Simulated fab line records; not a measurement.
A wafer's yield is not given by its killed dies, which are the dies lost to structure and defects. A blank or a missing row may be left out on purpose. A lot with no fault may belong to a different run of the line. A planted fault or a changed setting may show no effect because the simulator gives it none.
Chamber matching	flow nand-harc	NHARC_A_BLC_STRIP_29 on rie-diel-13: 4 sister chambers
The step strips in CF4. 20 wafers are shown with their chamber, then 10 later ones without.

## WAFERS PAIRED WITH THEIR CHAMBERS
wafer	chamber	oes-product-au (a.u.)	rf-vpp-V (V)	throttle-valve-pct (%)
L076.2	2	1.000	59.7	13.292
L076.5	3	1.005	57.4	13.265
L076.6	2	1.009	59.1	13.287
L077.2	2	1.000	59.0	13.283
L077.3	3	1.004	59.3	13.272
L077.5	3	1.004	61.6	13.290
L079.2	0	1.000	59.3	13.274
L079.3	2	1.007	60.1	13.296
L079.5	2	1.001	61.4	13.292
L082.1	2	1.018	61.4	13.284
L082.2	0	1.010	59.9	13.299
L082.6	0	0.997	58.9	13.272
L081.1	0	1.003	59.5	13.260
L081.2	1	0.993	58.5	13.291
L081.5	3	1.006	57.8	13.300
L080.1	0	0.992	59.2	13.270
L080.3	1	0.993	58.7	13.271
L080.6	1	1.004	59.4	13.286
L085.1	1	0.995	60.1	13.273
L085.4	2	0.998	59.5	13.272

SIGNATURES (means of the wafers above)
reading	chamber 0	chamber 1	chamber 2	chamber 3	scatter within a chamber
oes-product-au	1.00040	0.99625	1.00471	1.00475	0.00597
rf-vpp-V	59.360	59.175	60.029	59.025	1.09
throttle-valve-pct	13.27500	13.28025	13.28657	13.28175	0.0119
Rule: for a wafer and a chamber, the distance is found by dividing, reading by reading, the gap between the wafer's reading and the chamber's mean by the reading's scatter, squaring, summing and taking the root. The wafer belongs to the nearest chamber; if the next one is less than 2 further off, it can't be placed. The scatter: the root of (the sum of the squares of (reading less its chamber's mean) over the shown wafers, divided by (wafers less chambers)).

## WAFERS WHOSE CHAMBER IS MISSING
wafer	oes-product-au (a.u.)	rf-vpp-V (V)	throttle-valve-pct (%)
L085.6	0.996	59.3	13.287
L093.1	1.000	58.7	13.280
L093.4	0.998	58.6	13.273
L093.5	1.011	59.8	13.284
L094.1	1.002	57.7	13.293
L094.2	1.001	59.8	13.297
L094.4	0.994	60.1	13.292
L096.1	0.998	59.5	13.298
L096.5	1.001	59.1	13.279
L096.6	1.005	59.8	13.289

## EACH ONE'S CHAMBER
wafer	from the rows above	in truth
L085.6	can't be placed: 1 or 0 or 3 or 2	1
L093.1	can't be placed: 0 or 1 or 3 or 2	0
L093.4	can't be placed: 0 or 1 or 3 or 2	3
L093.5	can't be placed: 2 or 3 or 0 or 1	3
L094.1	can't be placed: 3 or 1 or 0 or 2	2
L094.2	can't be placed: 2 or 3 or 1 or 0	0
L094.4	can't be placed: 1 or 2 or 0 or 3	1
L096.1	can't be placed: 1 or 2 or 3 or 0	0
L096.5	can't be placed: 0 or 3 or 1 or 2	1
L096.6	can't be placed: 2 or 3 or 0 or 1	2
0 of 10 placed correctly. Cannot be placed on the basis of these rows: 10; the candidates contain the true chamber in 10. Number placed wrongly: 0.
